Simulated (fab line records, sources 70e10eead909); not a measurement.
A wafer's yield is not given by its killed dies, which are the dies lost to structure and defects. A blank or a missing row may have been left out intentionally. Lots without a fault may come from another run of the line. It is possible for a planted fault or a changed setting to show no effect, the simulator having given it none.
Chamber matching | flow nand-harc | NHARC_A_STAIRCASE_DESCUM_443 on rie-diel-02 has 4 sister chambers
The step chemistry O2, time 3 s. 4 wafers are shown with their chamber, then 12 later ones without.

== WAFERS, EACH WITH ITS CHAMBER ==
wafer  | chamber | showerhead-plenum-p-Torr (Torr)
L084.6 | 2       | 1.79
L090.2 | 1       | 1.83
L090.3 | 3       | 1.87
L090.4 | 0       | 2.06

== WAFERS WHOSE CHAMBER IS MISSING ==
wafer  | showerhead-plenum-p-Torr (Torr)
L091.2 | 1.83
L091.4 | 2.05
L091.5 | 1.87
L093.1 | 1.87
L093.4 | 1.82
L093.6 | 1.82
L097.2 | 2.05
L097.3 | 1.78
L097.6 | 1.87
L097.1 | 1.82
L097.4 | 1.87
L097.5 | 1.78

== THE CHAMBER EACH PASSED THROUGH ==
wafer  | from the rows above | in truth
L091.2 | 1                   | 1
L091.4 | 0                   | 0
L091.5 | 3                   | 3
L093.1 | 3                   | 3
L093.4 | 1                   | 1
L093.6 | 1                   | 1
L097.2 | 0                   | 0
L097.3 | 2                   | 2
L097.6 | 3                   | 3
L097.1 | 1                   | 1
L097.4 | 3                   | 3
L097.5 | 2                   | 2
12 of 12 placed correctly. From these rows, 0 cannot be placed. 0 placed wrongly.
How it was worked out, from the rows above alone: a wafer's distance from a chamber is the root of the sum, over the readings, of the square of ((its reading less the chamber's mean) divided by the reading's scatter). The wafer belongs to the nearest chamber; if the next one is less than 2 further off, it can't be placed. A chamber's mean is the mean of its shown wafers. The scatter: root of mean squared gap, hidden wafer to nearest shown wafer, with one shown wafer a chamber.
